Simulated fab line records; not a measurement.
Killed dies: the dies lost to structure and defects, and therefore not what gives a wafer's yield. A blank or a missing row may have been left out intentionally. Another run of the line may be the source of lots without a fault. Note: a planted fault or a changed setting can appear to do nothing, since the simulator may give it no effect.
fab line records | flow n5-finfet
record lots=11 | wafers=33 | last-day=17
route steps=1938 shown BEOL_M15@1784 PASSIVATION@1936
lots that met no fault: from a run of the same line without faults
start-h: hours from the record's first day to the start of the lot's first wafer shown | wait-h: hours elapsed since this lot's preceding step | " as in the row above | L1.1+2: a row that stands for several wafers | - either no value or no given start | * or withheld: withheld | < > ~ a bound
route shown NAME@n: NAME is a module with steps in the file, n the number in the route of the first one | usual: the fault-free wafers' mean and standard deviation | same: alike in all rows | chamber/n: place in a boat | sites: per-site readings | _std_site: the values' standard deviation | _edge_site: outer sites' mean less inner sites' | radius-mm: for every site, how far away it sits from the centre of the wafer | mask NAME#n: copy n | behind: the last tool/chamber to shape the wafer | hold: cause of the lot's hold/its duration in hours/its outcome | device: the transistor (n, p or np) that didn't switch | end of line: the route-end tests of the same wafers | a step without rows: its recipe alone | killed: at the first sort, the dies lost to defects and structure; wafer yield is something else | map: a wafer's dies, x killed, . not, _ none there
set.NAME: the setting the step ran with; set.NAME@STEP: the setting that earlier step ran with | model.NAME: the simulator's own value behind a step, which no gauge read
steps of the route over a sample of lots; a table a step, a row a wafer
services: when a tool's chamber went out of use (start-h, in hours from the record's first day, below 0 if earlier), for how many hours, and the reason
## steps
# step N5_BEOL_M15_OVL_MEAS_11
# recipe points-per-wafer=44
# usual V14_OVL=2/5.4
lot.wafer | tool       | chamber | start-h | wait-h | V14_OVL[nm]
L886.1    | overlay-02 | 0       | 263.74  | 0.0    | 9
L886.3    | "          | 0       | "       | "      | 13
L886.5    | "          | 0       | "       | "      | 8
L885.2    | overlay-02 | 0       | 265.23  | 0.0    | 9
L885.3    | "          | 0       | "       | "      | 6
L885.6    | "          | 0       | "       | "      | 8
L888.3    | overlay-02 | 0       | 282.16  | 0.0    | 1
L888.5    | "          | 0       | "       | "      | 0
L888.6    | "          | 0       | "       | "      | -2
L891.1    | overlay-01 | 0       | 292.65  | 0.0    | -4
L891.3    | "          | 0       | "       | "      | 0
L891.5    | "          | 0       | "       | "      | 4
L890.2    | overlay-01 | 0       | 305.92  | 0.0    | 0
L890.3    | "          | 0       | "       | "      | -4
L890.6    | "          | 0       | "       | "      | -7
L892.1    | overlay-01 | 0       | 308.33  | 0.0    | -3
L892.3    | "          | 0       | "       | "      | 3
L892.6    | "          | 0       | "       | "      | 4
L894.3    | overlay-02 | 0       | 312.16  | 0.0    | 6
L894.4    | "          | 0       | "       | "      | 0
L894.5    | "          | 0       | "       | "      | 10
L893.2    | overlay-01 | 0       | 316.15  | 0.0    | -1
L893.3    | "          | 0       | "       | "      | -3
L893.5    | "          | 0       | "       | "      | -2
L900.4    | overlay-02 | 0       | 349.23  | 0.0    | -1
L900.5    | "          | 0       | "       | "      | 11
L900.6    | "          | 0       | "       | "      | 1
L903.1    | overlay-02 | 0       | 370.74  | 0.0    | -1
L903.2    | "          | 0       | "       | "      | 1
L903.6    | "          | 0       | "       | "      | 2
L907.2    | overlay-02 | 0       | 390.95  | 0.0    | -8
L907.3    | "          | 0       | "       | "      | -2
L907.5    | "          | 0       | "       | "      | 0
# step N5_BEOL_M15_ETCH_61
# recipe chemistry=N2/H2 | target=BARC | target-depth-a=890 | overetch-a=267 | time-s=67.9 | ion-energy-ev=200 | pressure-mtorr=30 | source-w=840 | bias-w=150 | n2-flow-sccm=200 | h2-flow-sccm=200
# usual drypump-motor-current-A=5.7/0.5 | oes-product-au=0.69/0.077 | rf-vpp-V=524.0/3 | showerhead-plenum-p-Torr=2.55/0.1 | throttle-valve-pct=17.88/0.24
lot.wafer | tool        | chamber | start-h | wait-h | drypump-motor-current-A | oes-product-au | rf-hours-counter-h | rf-vpp-V | showerhead-plenum-p-Torr | throttle-valve-pct
L885.2    | rie-diel-06 | 1       | 266.95  | 0.0    | 5.6                     | 0.64           | 153                | 519.2    | 2.36                     | 17.93
L885.3    | "           | 0       | "       | "      | 5.6                     | 0.61           | 218                | 526.0    | 2.61                     | 18.13
L885.6    | "           | 0       | "       | "      | 5.6                     | 0.61           | -                  | 526.1    | 2.61                     | 18.12
L886.1    | rie-diel-01 | 2       | 267.27  | 0.0    | 5.1                     | 0.65           | 162                | 525.5    | 2.63                     | 17.89
L886.3    | "           | 1       | "       | "      | 6.4                     | 0.64           | 189                | 523.2    | 2.53                     | 18.14
L886.5    | "           | 2       | "       | "      | 5.1                     | 0.64           | -                  | 526.6    | 2.63                     | 17.89
L888.3    | rie-diel-06 | 3       | 283.99  | 0.0    | 6.2                     | 0.79           | 9                  | 522.2    | 2.49                     | 17.58
L888.5    | "           | 0       | "       | "      | 5.6                     | 0.61           | -                  | 525.2    | 2.61                     | 18.14
L888.6    | "           | 1       | "       | "      | 5.6                     | 0.63           | -                  | 518.3    | 2.36                     | 17.94
L891.1    | rie-diel-01 | 0       | 294.52  | 0.0    | 6.2                     | 0.58           | 231                | 520.2    | 2.39                     | 18.22
L891.3    | "           | 3       | "       | "      | 5.9                     | 0.84           | 3                  | 522.2    | 2.50                     | 17.51
L891.5    | "           | 2       | "       | "      | 5.1                     | 0.64           | -                  | 525.9    | 2.63                     | 17.90
L890.2    | rie-diel-01 | 1       | 307.83  | 0.0    | 6.4                     | 0.62           | 204                | 523.2    | 2.53                     | 18.15
L890.3    | "           | 3       | "       | "      | 5.9                     | 0.82           | 8                  | 522.3    | 2.50                     | 17.52
L890.6    | "           | 2       | "       | "      | 5.1                     | 0.63           | -                  | 526.1    | 2.63                     | 17.92
L892.1    | rie-diel-06 | 2       | 310.30  | 0.0    | 4.8                     | 0.72           | 53                 | 527.9    | 2.69                     | 17.73
L892.3    | "           | 0       | "       | "      | 5.6                     | 0.60           | 231                | 526.5    | 2.61                     | 18.14
L892.6    | "           | 0       | "       | "      | 5.6                     | 0.60           | -                  | 524.9    | 2.61                     | 18.14
L894.3    | rie-diel-04 | 2       | 313.87  | 0.0    | 5.9                     | 0.69           | 97                 | 524.1    | 2.55                     | 17.62
L894.4    | "           | 1       | "       | "      | 5.5                     | 0.84           | 4                  | 525.0    | 2.61                     | 18.22
L894.5    | "           | 2       | "       | "      | 5.9                     | 0.69           | -                  | 522.9    | 2.55                     | 17.63
L893.2    | rie-diel-06 | 0       | 317.82  | 0.0    | 5.6                     | 0.61           | 234                | 526.5    | 2.60                     | 18.14
L893.3    | "           | 1       | "       | "      | 5.6                     | 0.63           | 169                | 517.9    | 2.35                     | 17.97
L893.5    | "           | 3       | "       | "      | 6.1                     | 0.76           | -                  | 521.9    | 2.48                     | 17.60
L900.4    | rie-diel-01 | 3       | 351.54  | 0.0    | 6.0                     | 0.78           | -                  | 522.5    | 2.50                     | 17.52
L900.5    | "           | 2       | "       | "      | 5.1                     | 0.63           | -                  | 525.9    | 2.62                     | 17.94
L900.6    | "           | 1       | "       | "      | 6.4                     | 0.61           | -                  | 522.4    | 2.52                     | 18.18
L903.1    | rie-diel-06 | 1       | 373.09  | 0.0    | 5.6                     | 0.61           | 187                | 519.1    | 2.35                     | 18.01
L903.2    | "           | 3       | "       | "      | 6.2                     | 0.74           | 38                 | 523.0    | 2.47                     | 17.64
L903.6    | "           | 1       | "       | "      | 5.6                     | 0.61           | -                  | 517.3    | 2.35                     | 18.00
L907.2    | rie-diel-01 | 3       | 392.80  | 0.0    | 5.9                     | 0.76           | 35                 | 523.4    | 2.49                     | 17.55
L907.3    | "           | 0       | "       | "      | 6.2                     | 0.81           | 6                  | 527.9    | 2.70                     | 17.79
L907.5    | "           | 1       | "       | "      | 6.4                     | 0.61           | -                  | 523.7    | 2.52                     | 18.21
# step N5_BEOL_M15_ETCH_38
# recipe chemistry=CF4/N2 | target=SiCN | target-depth-a=1064 | taper-deg=2 | time-s=120.5 | ion-energy-ev=150 | mask-material=SiO2 | pressure-mtorr=40 | source-w=430 | bias-w=70 | Ar_flow_sccm=100 | cf4-flow-sccm=60 | n2-flow-sccm=60
# usual drypump-motor-current-A=5.7/0.46 | oes-product-au=0.81/0.093 | rf-vpp-V=382.5/2.3 | showerhead-plenum-p-Torr=2.21/0.087 | throttle-valve-pct=15.43/0.24
lot.wafer | tool        | chamber | start-h | wait-h | drypump-motor-current-A | oes-product-au | rf-hours-counter-h | rf-vpp-V | showerhead-plenum-p-Torr | throttle-valve-pct
L885.2    | rie-diel-04 | 0       | -       | -      | 5.3                     | 0.74           | 202                | 384.7    | 2.27                     | 15.57
L885.3    | "           | 1       | "       | "      | 5.4                     | 0.70           | 249                | 384.2    | 2.25                     | 15.91
L885.6    | "           | 1       | "       | "      | 5.5                     | 0.70           | -                  | 384.1    | 2.25                     | 15.93
L886.1    | rie-diel-04 | 2       | -       | -      | 5.9                     | 0.80           | 81                 | 384.5    | 2.23                     | 15.30
L886.3    | "           | 0       | "       | "      | 5.3                     | 0.72           | 202                | 384.7    | 2.27                     | 15.57
L886.5    | "           | 1       | "       | "      | 5.4                     | 0.70           | -                  | 385.4    | 2.25                     | 15.92
L888.3    | rie-diel-04 | 0       | -       | -      | 5.3                     | 0.73           | 209                | 384.3    | 2.27                     | 15.59
L888.5    | "           | 0       | "       | "      | 5.4                     | 0.72           | -                  | 383.5    | 2.27                     | 15.59
L888.6    | "           | 3       | "       | "      | 6.0                     | 0.93           | -                  | 383.8    | 2.26                     | 15.06
L891.1    | rie-diel-04 | 0       | -       | -      | 5.3                     | 0.72           | 214                | 383.2    | 2.27                     | 15.62
L891.3    | "           | 2       | "       | "      | 5.9                     | 0.80           | 92                 | 382.1    | 2.22                     | 15.31
L891.5    | "           | 2       | "       | "      | 5.9                     | 0.80           | -                  | 383.2    | 2.22                     | 15.31
L890.2    | rie-diel-01 | 2       | -       | -      | 5.1                     | 0.73           | 176                | 384.5    | 2.30                     | 15.65
L890.3    | "           | 0       | "       | "      | 6.2                     | 0.66           | 236                | 379.8    | 2.09                     | 15.86
L890.6    | "           | 2       | "       | "      | 5.1                     | 0.72           | -                  | 382.5    | 2.30                     | 15.63
L892.1    | rie-diel-06 | 3       | -       | -      | 6.2                     | 0.93           | 18                 | 382.0    | 2.16                     | 15.16
L892.3    | "           | 2       | "       | "      | 4.8                     | 0.87           | 54                 | 384.1    | 2.33                     | 15.34
L892.6    | "           | 0       | "       | "      | 5.6                     | 0.69           | -                  | 382.5    | 2.26                     | 15.74
L894.3    | rie-diel-06 | 3       | -       | -      | 6.1                     | 0.91           | 20                 | 380.7    | 2.15                     | 15.14
L894.4    | "           | 2       | "       | "      | 4.8                     | 0.87           | 55                 | 386.0    | 2.33                     | 15.33
L894.5    | "           | 0       | "       | "      | 5.6                     | 0.70           | -                  | 384.2    | 2.26                     | 15.72
L893.2    | rie-diel-06 | 2       | -       | -      | 4.8                     | 0.86           | 57                 | 384.2    | 2.33                     | 15.35
L893.3    | "           | 3       | "       | "      | 6.1                     | 0.91           | 22                 | 381.4    | 2.15                     | 15.16
L893.5    | "           | 3       | "       | "      | 6.2                     | 0.92           | -                  | 382.2    | 2.15                     | 15.14
L900.4    | rie-diel-04 | 0       | -       | -      | 5.3                     | 0.70           | -                  | 381.7    | 2.26                     | 15.63
L900.5    | "           | 2       | "       | "      | 5.9                     | 0.77           | -                  | 381.8    | 2.22                     | 15.36
L900.6    | "           | 3       | "       | "      | 6.0                     | 0.86           | -                  | 383.0    | 2.25                     | 15.12
L903.1    | rie-diel-06 | 2       | -       | -      | 4.8                     | 0.84           | 72                 | 384.6    | 2.33                     | 15.38
L903.2    | "           | 1       | "       | "      | 5.5                     | 0.72           | 187                | 376.7    | 2.03                     | 15.45
L903.6    | "           | 2       | "       | "      | 4.8                     | 0.85           | -                  | 385.2    | 2.33                     | 15.38
L907.2    | rie-diel-06 | 3       | -       | -      | 6.2                     | 0.86           | 46                 | 379.1    | 2.15                     | 15.22
L907.3    | "           | 0       | "       | "      | 5.6                     | 0.95           | 5                  | 383.0    | 2.25                     | 15.28
L907.5    | "           | 2       | "       | "      | 4.8                     | 0.84           | -                  | 386.1    | 2.32                     | 15.37
# step N5_BEOL_M15_SPUTTER_43
# recipe material=TaN | target-thk-a=150 | temp-c=50 | bias-v=168.6 | power-w=15000 | chamber-pressure-pa=0.12 | time-s=24.19
# usual bias-v=168.8/1.7 | throttle-valve-pct=29.9/1.2
lot.wafer | tool           | chamber | start-h | wait-h | bias-v | throttle-valve-pct
L885.2    | pvd-sputter-02 | -       | 270.10  | 0.0    | 168.6  | 31.3
L885.3    | "              | -       | "       | "      | 167.8  | 29.7
L885.6    | "              | -       | "       | "      | 169.7  | 31.0
L886.1    | pvd-sputter-01 | -       | 270.76  | 0.0    | 164.8  | 29.8
L886.3    | "              | -       | "       | "      | 169.6  | 27.8
L886.5    | "              | -       | "       | "      | 168.5  | 30.0
L888.3    | pvd-sputter-02 | -       | 286.99  | 0.0    | 170.8  | 29.8
L888.5    | "              | -       | "       | "      | 170.2  | 31.2
L888.6    | "              | -       | "       | "      | 169.4  | 29.8
L891.1    | pvd-sputter-03 | -       | 297.24  | 0.0    | 169.6  | 29.1
L891.3    | "              | -       | "       | "      | 168.8  | 28.2
L891.5    | "              | -       | "       | "      | 165.9  | 31.0
L890.2    | pvd-sputter-02 | -       | 310.26  | 0.0    | 169.9  | 28.4
L890.3    | "              | -       | "       | "      | 168.6  | 29.7
L890.6    | "              | -       | "       | "      | 173.5  | 29.8
L892.1    | pvd-sputter-01 | -       | 312.82  | 0.0    | 171.2  | 27.8
L892.3    | "              | -       | "       | "      | 169.8  | 29.9
L892.6    | "              | -       | "       | "      | 169.2  | 29.7
L894.3    | pvd-sputter-03 | -       | 316.51  | 0.0    | 167.9  | 28.3
L894.4    | "              | -       | "       | "      | 165.5  | 30.9
L894.5    | "              | -       | "       | "      | 168.6  | 30.7
L893.2    | pvd-sputter-03 | -       | 322.55  | 0.0    | 166.0  | 31.0
L893.3    | "              | -       | "       | "      | 165.0  | 30.9
L893.5    | "              | -       | "       | "      | 173.9  | 29.2
L900.4    | pvd-sputter-01 | -       | 362.63  | 0.0    | 169.8  | 27.9
L900.5    | "              | -       | "       | "      | 168.8  | 29.9
L900.6    | "              | -       | "       | "      | 168.0  | 31.4
L903.1    | pvd-sputter-03 | -       | 375.61  | 0.0    | 169.0  | 31.1
L903.2    | "              | -       | "       | "      | 167.2  | 28.2
L903.6    | "              | -       | "       | "      | 167.7  | 31.1
L907.2    | pvd-sputter-02 | -       | 393.50  | 0.0    | 169.7  | 31.1
L907.3    | "              | -       | "       | "      | 170.4  | 28.5
L907.5    | "              | -       | "       | "      | 170.1  | 31.0
# step N5_PASSIVATION_PROBE_49
# usual defect-limited-yield=91.3/1.3 | killed_at_M0_to_M3=35/9.3 | killed_at_M4_up=14/5.2 | killed-at-contacts=12/5.9 | killed-at-front-end=38/11 | killed-at-other=4/3.7 | killed-dies=103/15 | killed-on-rim=14/4 | killed-open=67/12 | killed-short=34/8 | sort_bin_5_function=5.1/0.88 | sort_bin_6_memory=3.3/0.65 | sort-n-pass=1077/15 | sort-yield-pct=91.3/1.3
# same gross-dies=1180 | killed-at-back-side=0 | sort_bin_4_leakage[%]=0 | sort_bin_8_speed[%]=0
lot.wafer | tool      | chamber | start-h | wait-h | defect-limited-yield[%] | killed_at_M0_to_M3 | killed_at_M4_up | killed-at-contacts | killed-at-front-end | killed-at-other | killed-dies | killed-on-rim | killed-open | killed-short | sort_bin_5_function[%] | sort_bin_6_memory[%] | sort-n-pass | sort-yield-pct[%]
L900.4    | prober-02 | -       | 381.05  | 0.5    | 92.1                    | 27                 | 10              | 12                 | 42                  | 2               | 93          | 13            | 52          | 39           | 5.1                    | 2.4                  | 1087        | 92.1
L900.5    | prober-02 | -       | 381.10  | 0.5    | 91.7                    | 31                 | 18              | 10                 | 39                  | 0               | 98          | 11            | 63          | 33           | 5.5                    | 2.5                  | 1082        | 91.7
L900.6    | prober-02 | -       | 381.15  | 0.6    | 85.0                    | 28                 | 99              | 14                 | 34                  | 2               | 177         | 21            | 62          | 29           | 10.0                   | 4.2                  | 1003        | 85.0
# killed by level:class
L900.4 FIN_SAQP:geometric-particle:open=7 FIN_SAQP:geometric-particle:short=7 MOL_CONTACT_COAG:geometric-particle:open=6 MOL_CONTACT_COAG:geometric-particle:short=6 BEOL_M1:geometric-particle:open=6 STARTING-WAFER:geometric-particle:short=6 BEOL_M2:geometric-particle:open=5 BEOL_M0_SAQP:geometric-particle:open=5
L900.5 FIN_SAQP:geometric-particle:open=10 FIN_SAQP:geometric-particle:short=10 BEOL_M6:geometric-particle:open=9 MOL_CONTACT_COAG:geometric-particle:open=8 BEOL_M0_SAQP:geometric-particle:short=7 BEOL_M1:geometric-particle:open=5 BEOL_M3:geometric-particle:open=5 DUMMY_GATE:geometric-particle:open=4
L900.6 BEOL_M15:unspecified=85 FIN_SAQP:geometric-particle:open=11 MOL_CONTACT_COAG:geometric-particle:short=8 MOL_CONTACT_COAG:geometric-particle:open=6 BEOL_M0_SAQP:geometric-particle:short=6 BEOL_M0_SAQP:geometric-particle:open=5 BEOL_M3:geometric-particle:open=5 STI_FIN_REVEAL:geometric-particle:open=4
## services
tool           | chamber | start-h | hours | kind
rie-diel-01    | 2       | 244.51  | 16.5  | repair
rie-diel-04    | 3       | 251.21  | -     | clean
rie-diel-04    | 3       | 251.21  | -     | consumable-replace:focus-ring
rie-diel-04    | 3       | 251.21  | 22.0  | scheduled-down
rie-diel-04    | 3       | 251.21  | 22.0  | vent-cycle
pvd-sputter-03 | -       | 254.06  | 7.5   | repair
rie-diel-01    | 3       | 261.45  | -     | clean
rie-diel-01    | 3       | 261.45  | -     | consumable-replace:focus-ring
rie-diel-01    | 3       | 261.45  | 23.1  | scheduled-down
rie-diel-01    | 3       | 261.45  | 23.1  | vent-cycle
rie-diel-04    | 1       | 273.24  | -     | clean
rie-diel-06    | 0       | 287.07  | 4.0   | repair
rie-diel-01    | 1       | 288.75  | 1.8   | repair
rie-diel-01    | 2       | 333.70  | 4.4   | repair
rie-diel-01    | 3       | 341.29  | 5.2   | repair
pvd-sputter-01 | -       | 351.60  | 5.5   | repair
rie-diel-01    | 1       | 352.93  | 1.8   | repair
rie-diel-04    | 1       | 357.76  | 5.1   | repair
rie-diel-06    | 0       | 368.32  | -     | clean
rie-diel-06    | 0       | 368.32  | -     | consumable-replace:focus-ring
rie-diel-06    | 0       | 368.32  | 10.8  | scheduled-down
rie-diel-06    | 0       | 368.32  | 10.8  | vent-cycle
rie-diel-06    | 2       | 387.16  | 5.1   | repair
rie-diel-06    | 1       | 390.05  | 9.0   | repair
## key
first-sign step=N5_PASSIVATION_PROBE_49 | reading=killed_at_M4_up | direction=up | sigmas=16 | usual=14 | struck=99
effect step=N5_PASSIVATION_PROBE_49 | reading=killed-dies | direction=up | sigmas=4.8 | usual=103 | struck=177
more-kills-born-at N5_BEOL_M15_SPUTTER_43@pvd-sputter-01=85
met-at N5_BEOL_M15_SPUTTER_43
struck-lots L900
struck-wafers L900.6
not-acting-at N5_BEOL_M15_OVL_MEAS_11,N5_BEOL_M15_ETCH_61,N5_BEOL_M15_ETCH_38
fault kind=chamber-particle-source | tool=pvd-sputter-01 | chamber=- | onset-h=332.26 | steps=N5_BEOL_M15_SPUTTER_43 | rate-per-visit-cm2=0.39949 | end-h=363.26 | scope=struck-wafers-only
